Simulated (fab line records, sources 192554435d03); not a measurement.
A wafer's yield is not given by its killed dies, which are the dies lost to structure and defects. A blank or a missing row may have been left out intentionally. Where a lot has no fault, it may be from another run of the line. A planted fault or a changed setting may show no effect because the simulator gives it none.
Which tool is to blame? || flow n5Finfet || 9 lots, 26 wafers sampled, at 6 steps of a route of 1938

## WHAT THE GAUGES READ, wafer by wafer
N5_MOL_CONTACT_COAG_OVL_MEAS_85.
{"lot": "L627", "measured": "day 5 00:58", "on": "overlay-01", "VG_OVL (nm)": "0.0 -0.1 0.4"}
{"lot": "L631", "measured": "day 6 03:16", "on": "overlay-01", "VG_OVL (nm)": "1.4 0.5 1.0"}
{"lot": "L633", "measured": "day 6 16:53", "on": "overlay-02", "VG_OVL (nm)": "1.1 0.5 0.7"}
{"lot": "L636", "measured": "day 7 07:11", "on": "overlay-02", "VG_OVL (nm)": "-0.9 -0.1"}
{"lot": "L637", "measured": "day 7 10:28", "on": "overlay-02", "VG_OVL (nm)": "-0.1 -0.8 -0.9"}
{"lot": "L638", "measured": "day 7 19:36", "on": "overlay-02", "VG_OVL (nm)": "-0.3 0.2 -1.0"}
{"lot": "L641", "measured": "day 8 17:29", "on": "overlay-01", "VG_OVL (nm)": "0.7 1.4 0.0"}
{"lot": "L644", "measured": "day 9 09:16", "on": "overlay-02", "VG_OVL (nm)": "-0.9 -0.8 -1.0"}
{"lot": "L650", "measured": "day 10 21:51", "on": "overlay-01", "VG_OVL (nm)": "0.6 0.9 0.4"}

N5_MOL_CONTACT_COAG_CD_MEAS_40: the cd target is 25.1 nm.
{"lot": "L627", "measured": "day 5 02:51", "on": "cdSem-01", "cdNm (nm)": "25.01 25.46 25.33"}
{"lot": "L631", "measured": "day 6 04:38", "on": "cdSem-01", "cdNm (nm)": "25.43 25.29 25.47"}
{"lot": "L633", "measured": "day 6 18:06", "on": "cdSem-03", "cdNm (nm)": "25.23 25.62 25.34"}
{"lot": "L636", "measured": "day 7 08:31", "on": "cdSem-02", "cdNm (nm)": "24.67 24.88"}
{"lot": "L637", "measured": "day 7 11:54", "on": "cdSem-02", "cdNm (nm)": "26.39 26.49 26.25"}
{"lot": "L638", "measured": "day 7 20:53", "on": "cdSem-02", "cdNm (nm)": "26.10 26.16 26.36"}
{"lot": "L641", "measured": "day 8 18:53", "on": "cdSem-01", "cdNm (nm)": "26.13 26.13 26.14"}
{"lot": "L644", "measured": "day 9 10:42", "on": "cdSem-03", "cdNm (nm)": "25.13 25.28 24.88"}
{"lot": "L650", "measured": "day 10 23:13", "on": "cdSem-01", "cdNm (nm)": "25.18 25.32 25.21"}

N5_BEOL_M4_RC_MEAS_101.
{"lot": "L627", "measured": "day 7 23:18", "on": "prober-02", "CJ_N": "4.33 4.42 4.34", "DIBL_N (mV/V)": "40.3 37.1 43.8", "DIBL_P (mV/V)": "40.9 35.4 44.8", "IOFF_N (nA/um)": "0.23 0.15 0.36", "IOFF_N_85C (nA/um)": "4.2 3.0 6.2", "IOFF_P (nA/um)": "0.31 0.21 0.42", "ION_N (uA/um)": "680 676 712", "ION_P (uA/um)": "471 464 478", "RS_PWELL (ohm/sq)": "3025 3016 3011", "SS_N (mV/dec)": "72.2 71.3 73.7", "SS_P (mV/dec)": "74.8 73.7 76.2", "VT_N (mV)": "243 251 240", "VT_P (mV)": "-246 -251 -243"}
{"lot": "L631", "measured": "day 9 01:54", "on": "prober-01", "CJ_N": "4.38 4.42 4.29", "DIBL_N (mV/V)": "36.7 36.7 36.5", "DIBL_P (mV/V)": "38.7 36.8 38.3", "IOFF_N (nA/um)": "0.17 0.16 0.16", "IOFF_N_85C (nA/um)": "3.2 3.1 3.1", "IOFF_P (nA/um)": "0.26 0.21 0.25", "ION_N (uA/um)": "681 671 679", "ION_P (uA/um)": "475 459 473", "RS_PWELL (ohm/sq)": "3036 3015 3031", "SS_N (mV/dec)": "70.8 71.5 71.2", "SS_P (mV/dec)": "74.1 72.5 73.6", "VT_N (mV)": "248 251 251", "VT_P (mV)": "-247 -251 -247"}
{"lot": "L633", "measured": "day 9 08:11", "on": "prober-02", "CJ_N": "4.42 4.45 4.49", "DIBL_N (mV/V)": "35.3 38.5 39.3", "DIBL_P (mV/V)": "36.6 39.5 40.8", "IOFF_N (nA/um)": "0.15 0.22 0.23", "IOFF_N_85C (nA/um)": "2.9 4.0 4.3", "IOFF_P (nA/um)": "0.19 0.25 0.27", "ION_N (uA/um)": "670 703 706", "ION_P (uA/um)": "458 474 471", "RS_PWELL (ohm/sq)": "3018 2979 3020", "SS_N (mV/dec)": "71.4 72.1 72.3", "SS_P (mV/dec)": "73.1 73.8 74.8", "VT_N (mV)": "253 245 248", "VT_P (mV)": "-255 -251 -249"}
{"lot": "L636", "measured": "day 10 06:52", "on": "prober-02", "CJ_N": "4.38 4.26", "DIBL_N (mV/V)": "35.7 41.2", "DIBL_P (mV/V)": "35.0 42.4", "IOFF_N (nA/um)": "0.15 0.27", "IOFF_N_85C (nA/um)": "3.0 4.9", "IOFF_P (nA/um)": "0.23 0.37", "ION_N (uA/um)": "677 700", "ION_P (uA/um)": "468 473", "RS_PWELL (ohm/sq)": "3002 2997", "SS_N (mV/dec)": "71.5 73.1", "SS_P (mV/dec)": "73.0 74.4", "VT_N (mV)": "250 244", "VT_P (mV)": "-246 -243"}
{"lot": "L637", "measured": "day 10 09:41", "on": "prober-01", "CJ_N": "1.96 1.86 1.85", "DIBL_N (mV/V)": "51.8 50.9 39.9", "DIBL_P (mV/V)": "32.9 32.0 33.9", "IOFF_N (nA/um)": "1.21 0.95 0.26", "IOFF_N_85C (nA/um)": "17.5 14.2 4.8", "IOFF_P (nA/um)": "0.19 0.18 0.20", "ION_N (uA/um)": "701 672 682", "ION_P (uA/um)": "474 455 466", "RS_PWELL (ohm/sq)": "3207 3168 3183", "SS_N (mV/dec)": "90.9 90.4 76.1", "SS_P (mV/dec)": "73.1 72.2 72.5", "VT_N (mV)": "246 253 251", "VT_P (mV)": "-248 -250 -250"}
{"lot": "L638", "measured": "day 10 19:25", "on": "prober-01", "CJ_N": "1.88 1.96 1.87", "DIBL_N (mV/V)": "52.8 62.1 50.2", "DIBL_P (mV/V)": "35.9 38.7 36.5", "IOFF_N (nA/um)": "1.20 2.86 0.84", "IOFF_N_85C (nA/um)": "16.2 33.6 12.1", "IOFF_P (nA/um)": "0.19 0.24 0.20", "ION_N (uA/um)": "689 700 668", "ION_P (uA/um)": "458 461 450", "RS_PWELL (ohm/sq)": "3197 3194 3130", "SS_N (mV/dec)": "88.2 98.1 84.7", "SS_P (mV/dec)": "73.9 73.9 72.9", "VT_N (mV)": "243 242 248", "VT_P (mV)": "-251 -251 -251"}
{"lot": "L641", "measured": "day 12 16:50", "on": "prober-01", "CJ_N": "4.52 4.43 4.28", "DIBL_N (mV/V)": "34.0 40.2 38.4", "DIBL_P (mV/V)": "32.0 40.6 38.3", "IOFF_N (nA/um)": "0.10 0.21 0.18", "IOFF_N_85C (nA/um)": "2.2 4.0 3.5", "IOFF_P (nA/um)": "0.16 0.31 0.26", "ION_N (uA/um)": "656 663 656", "ION_P (uA/um)": "456 458 453", "RS_PWELL (ohm/sq)": "3030 3013 3025", "SS_N (mV/dec)": "70.8 73.1 73.0", "SS_P (mV/dec)": "72.3 74.7 74.2", "VT_N (mV)": "256 250 247", "VT_P (mV)": "-253 -247 -249"}
{"lot": "L644", "measured": "day 12 22:21", "on": "prober-02", "CJ_N": "4.31 4.30 4.43", "DIBL_N (mV/V)": "33.5 36.2 37.3", "DIBL_P (mV/V)": "30.7 35.0 35.0", "IOFF_N (nA/um)": "0.10 0.14 0.16", "IOFF_N_85C (nA/um)": "2.1 2.8 3.0", "IOFF_P (nA/um)": "0.13 0.18 0.18", "ION_N (uA/um)": "640 664 666", "ION_P (uA/um)": "440 452 448", "RS_PWELL (ohm/sq)": "2989 2990 3000", "SS_N (mV/dec)": "71.0 71.2 72.1", "SS_P (mV/dec)": "72.3 73.1 73.3", "VT_N (mV)": "257 250 250", "VT_P (mV)": "-258 -254 -253"}
{"lot": "L650", "measured": "day 14 06:08", "on": "prober-01", "CJ_N": "4.47 4.45 4.37", "DIBL_N (mV/V)": "37.3 37.0 33.1", "DIBL_P (mV/V)": "38.5 38.7 34.3", "IOFF_N (nA/um)": "0.16 0.17 0.10", "IOFF_N_85C (nA/um)": "3.2 3.2 2.2", "IOFF_P (nA/um)": "0.18 0.18 0.13", "ION_N (uA/um)": "675 675 656", "ION_P (uA/um)": "450 449 445", "RS_PWELL (ohm/sq)": "2993 3028 3008", "SS_N (mV/dec)": "72.0 71.9 70.3", "SS_P (mV/dec)": "74.2 73.9 72.1", "VT_N (mV)": "252 251 256", "VT_P (mV)": "-257 -256 -258"}

## WHICH TOOL RAN EACH LOT (tool, then ch and the chambers of the sampled wafers, then the start)
{"lot": "L627", "N5_MOL_CONTACT_COAG_ALD_27": "aldSin-04 ch 0,3, day 4 22:02", "N5_MOL_CONTACT_COAG_STRIP_96": "rieDiel-01 ch 0,1,3, day 5 02:16", "N5_MOL_CONTACT_COAG_EXPOSE_37": "euvScanner-02 ch 0, day 5 02:44"}
{"lot": "L631", "N5_MOL_CONTACT_COAG_ALD_27": "aldSin-02 ch 0,1,3, day 6 00:29", "N5_MOL_CONTACT_COAG_STRIP_96": "rieDiel-03 ch 1,2, day 6 03:55", "N5_MOL_CONTACT_COAG_EXPOSE_37": "euvScanner-02 ch 0, day 6 04:29"}
{"lot": "L633", "N5_MOL_CONTACT_COAG_ALD_27": "aldSin-04 ch 1,2,3, day 6 13:25", "N5_MOL_CONTACT_COAG_STRIP_96": "rieDiel-03 ch 1,2,3, day 6 17:31", "N5_MOL_CONTACT_COAG_EXPOSE_37": "euvScanner-01 ch 0, day 6 17:58"}
{"lot": "L636", "N5_MOL_CONTACT_COAG_ALD_27": "aldSin-03 ch 0,1, day 7 04:13", "N5_MOL_CONTACT_COAG_STRIP_96": "rieDiel-01 ch 1,2, day 7 07:57", "N5_MOL_CONTACT_COAG_EXPOSE_37": "euvScanner-02 ch 0, day 7 08:24"}
{"lot": "L637", "N5_MOL_CONTACT_COAG_ALD_27": "aldSin-04 ch 0,1,2, day 7 07:41", "N5_MOL_CONTACT_COAG_STRIP_96": "rieDiel-05 ch 0,2, day 7 11:19", "N5_MOL_CONTACT_COAG_EXPOSE_37": "euvScanner-02 ch 0, day 7 11:46"}
{"lot": "L638", "N5_MOL_CONTACT_COAG_ALD_27": "aldSin-04 ch 1,3, day 7 16:41", "N5_MOL_CONTACT_COAG_STRIP_96": "rieDiel-05 ch 0,2,3, day 7 20:16", "N5_MOL_CONTACT_COAG_EXPOSE_37": "euvScanner-02 ch 0, day 7 20:44"}
{"lot": "L641", "N5_MOL_CONTACT_COAG_ALD_27": "aldSin-04 ch 0,1,3, day 8 14:23", "N5_MOL_CONTACT_COAG_STRIP_96": "rieDiel-01 ch 0,1,3, day 8 18:10", "N5_MOL_CONTACT_COAG_EXPOSE_37": "euvScanner-02 ch 0, day 8 18:44"}
{"lot": "L644", "N5_MOL_CONTACT_COAG_ALD_27": "aldSin-03 ch 0,3, day 9 06:28", "N5_MOL_CONTACT_COAG_STRIP_96": "rieDiel-01 ch 1,3, day 9 09:59", "N5_MOL_CONTACT_COAG_EXPOSE_37": "euvScanner-01 ch 0, day 9 10:34"}
{"lot": "L650", "N5_MOL_CONTACT_COAG_ALD_27": "aldSin-02 ch 1,3, day 10 18:56", "N5_MOL_CONTACT_COAG_STRIP_96": "rieDiel-01 ch 1,3, day 10 22:30", "N5_MOL_CONTACT_COAG_EXPOSE_37": "euvScanner-01 ch 0, day 10 23:05"}
- N5_MOL_CONTACT_COAG_ALD_27: deposits SiOC, target thk 17 nm, pulse time 1.5 s, time 2720 s.
- N5_MOL_CONTACT_COAG_STRIP_96: strips in N2/H2.
- N5_MOL_CONTACT_COAG_EXPOSE_37: exposes mask VD, defocus 0 nm.

## AS READ BY THE TOOLS THEMSELVES (means over the sampled wafers that have a number; for cases with no such wafer, the mark the record gives instead)
N5_MOL_CONTACT_COAG_ALD_27.
{"lot": "L627", "tool": "aldSin-04", "heaterPowerW (W)": 947, "precursorPulseHeightRel": 1.000}
{"lot": "L631", "tool": "aldSin-02", "heaterPowerW (W)": 869, "precursorPulseHeightRel": 1.003}
{"lot": "L633", "tool": "aldSin-04", "heaterPowerW (W)": 860, "precursorPulseHeightRel": 1.000}
{"lot": "L636", "tool": "aldSin-03", "heaterPowerW (W)": 864, "precursorPulseHeightRel": 1.015}
{"lot": "L637", "tool": "aldSin-04", "heaterPowerW (W)": 814, "precursorPulseHeightRel": 1.004}
{"lot": "L638", "tool": "aldSin-04", "heaterPowerW (W)": 936, "precursorPulseHeightRel": 1.013}
{"lot": "L641", "tool": "aldSin-04", "heaterPowerW (W)": 891, "precursorPulseHeightRel": 1.021}
{"lot": "L644", "tool": "aldSin-03", "heaterPowerW (W)": 847, "precursorPulseHeightRel": 1.009}
{"lot": "L650", "tool": "aldSin-02", "heaterPowerW (W)": 814, "precursorPulseHeightRel": 1.001}

N5_MOL_CONTACT_COAG_STRIP_96.
{"lot": "L627", "tool": "rieDiel-01", "drypumpMotorCurrentA (A)": 5.9, "oesProductAu (a.u.)": 0.71, "powerW (W)": 499.4, "rfVppV (V)": 122.2, "showerheadPlenumPTorr (Torr)": 3.43, "throttleValvePct (%)": 19.0}
{"lot": "L631", "tool": "rieDiel-03", "drypumpMotorCurrentA (A)": 5.2, "oesProductAu (a.u.)": 0.84, "powerW (W)": 499.3, "rfVppV (V)": 121.1, "showerheadPlenumPTorr (Torr)": 3.29, "throttleValvePct (%)": 18.4}
{"lot": "L633", "tool": "rieDiel-03", "drypumpMotorCurrentA (A)": 5.5, "oesProductAu (a.u.)": 0.79, "powerW (W)": 499.8, "rfVppV (V)": 121.7, "showerheadPlenumPTorr (Torr)": 3.28, "throttleValvePct (%)": 18.8}
{"lot": "L636", "tool": "rieDiel-01", "drypumpMotorCurrentA (A)": 5.8, "oesProductAu (a.u.)": 0.84, "powerW (W)": 500.4, "rfVppV (V)": 121.2, "showerheadPlenumPTorr (Torr)": 3.52, "throttleValvePct (%)": 18.6}
{"lot": "L637", "tool": "rieDiel-05", "drypumpMotorCurrentA (A)": 5.5, "oesProductAu (a.u.)": 0.70, "powerW (W)": 500.7, "rfVppV (V)": 122.8, "showerheadPlenumPTorr (Torr)": 3.29, "throttleValvePct (%)": 18.6}
{"lot": "L638", "tool": "rieDiel-05", "drypumpMotorCurrentA (A)": 5.4, "oesProductAu (a.u.)": 0.71, "powerW (W)": 501.7, "rfVppV (V)": 121.5, "showerheadPlenumPTorr (Torr)": 3.35, "throttleValvePct (%)": 18.7}
{"lot": "L641", "tool": "rieDiel-01", "drypumpMotorCurrentA (A)": 5.9, "oesProductAu (a.u.)": 0.78, "powerW (W)": 500.1, "rfVppV (V)": 122.6, "showerheadPlenumPTorr (Torr)": 3.41, "throttleValvePct (%)": 18.8}
{"lot": "L644", "tool": "rieDiel-01", "drypumpMotorCurrentA (A)": 5.8, "oesProductAu (a.u.)": 0.77, "powerW (W)": 499.5, "rfVppV (V)": 122.2, "showerheadPlenumPTorr (Torr)": 3.40, "throttleValvePct (%)": 18.9}
{"lot": "L650", "tool": "rieDiel-01", "drypumpMotorCurrentA (A)": 5.8, "oesProductAu (a.u.)": 0.76, "powerW (W)": 499.3, "rfVppV (V)": 122.3, "showerheadPlenumPTorr (Torr)": 3.39, "throttleValvePct (%)": 18.9}

N5_MOL_CONTACT_COAG_EXPOSE_37.
{"lot": "L627", "tool": "euvScanner-02", "exposureDoseMJCm2": 63.4, "reticleTempC (C)": 22.91, "stageMsdNm (nm)": 0.822}
{"lot": "L631", "tool": "euvScanner-02", "exposureDoseMJCm2": 63.5, "reticleTempC (C)": 22.88, "stageMsdNm (nm)": 0.826}
{"lot": "L633", "tool": "euvScanner-01", "exposureDoseMJCm2": 61.8, "reticleTempC (C)": 22.95, "stageMsdNm (nm)": 0.818}
{"lot": "L636", "tool": "euvScanner-02", "exposureDoseMJCm2": 63.5, "reticleTempC (C)": 23.03, "stageMsdNm (nm)": 0.827}
{"lot": "L637", "tool": "euvScanner-02", "exposureDoseMJCm2": 68.3, "reticleTempC (C)": 22.90, "stageMsdNm (nm)": 0.827}
{"lot": "L638", "tool": "euvScanner-02", "exposureDoseMJCm2": 67.2, "reticleTempC (C)": 22.94, "stageMsdNm (nm)": 0.823}
{"lot": "L641", "tool": "euvScanner-02", "exposureDoseMJCm2": 66.4, "reticleTempC (C)": 22.95, "stageMsdNm (nm)": 0.821}
{"lot": "L644", "tool": "euvScanner-01", "exposureDoseMJCm2": 61.8, "reticleTempC (C)": 22.95, "stageMsdNm (nm)": 0.817}
{"lot": "L650", "tool": "euvScanner-01", "exposureDoseMJCm2": 61.8, "reticleTempC (C)": 23.01, "stageMsdNm (nm)": 0.817}

## THE ANSWER, worked out from the rows above alone
Rule: the usual values come from the lots themselves. Put in order of their means at a reading, lots are off if they are a third of the lots or fewer, leave a main group of 4 or more, and stand apart from it by a gap of 3 or more times the standard deviation of the main group's means; of several such gaps the widest counts. A main group whose means are all the same, to the digits that the tables above print for the reading, isn't used. A lot without any number at a reading at which 4 lots or more have one is off too. All remaining lots with rows at the step are treated as sound. Order of review: gauges by route order, followed by the tools' own readings, for which a lot's mean as printed above is used. The first step at which some lot is off is used, and at that step the reading that is off furthest; a lot without a number counts as furthest.
Off: L637, L638, L641 (N5_MOL_CONTACT_COAG_CD_MEAS_40, cdNm). The main group: mean 25.19 nm, standard deviation 0.21.
If a tool, at a process step before that reading, ran all the lots that are off and no sound lot after the first of them, it fits. The gauges at N5_MOL_CONTACT_COAG_CD_MEAS_40 aren't tried: what is off there is off at N5_MOL_CONTACT_COAG_EXPOSE_37 too, on other tools, and a gauge's error can't cause that. Undecided on this evidence; 2 tools fit (aldSin-04 at N5_MOL_CONTACT_COAG_ALD_27, euvScanner-02 at N5_MOL_CONTACT_COAG_EXPOSE_37).

## WHAT THE SIMULATOR HAD INSERTED
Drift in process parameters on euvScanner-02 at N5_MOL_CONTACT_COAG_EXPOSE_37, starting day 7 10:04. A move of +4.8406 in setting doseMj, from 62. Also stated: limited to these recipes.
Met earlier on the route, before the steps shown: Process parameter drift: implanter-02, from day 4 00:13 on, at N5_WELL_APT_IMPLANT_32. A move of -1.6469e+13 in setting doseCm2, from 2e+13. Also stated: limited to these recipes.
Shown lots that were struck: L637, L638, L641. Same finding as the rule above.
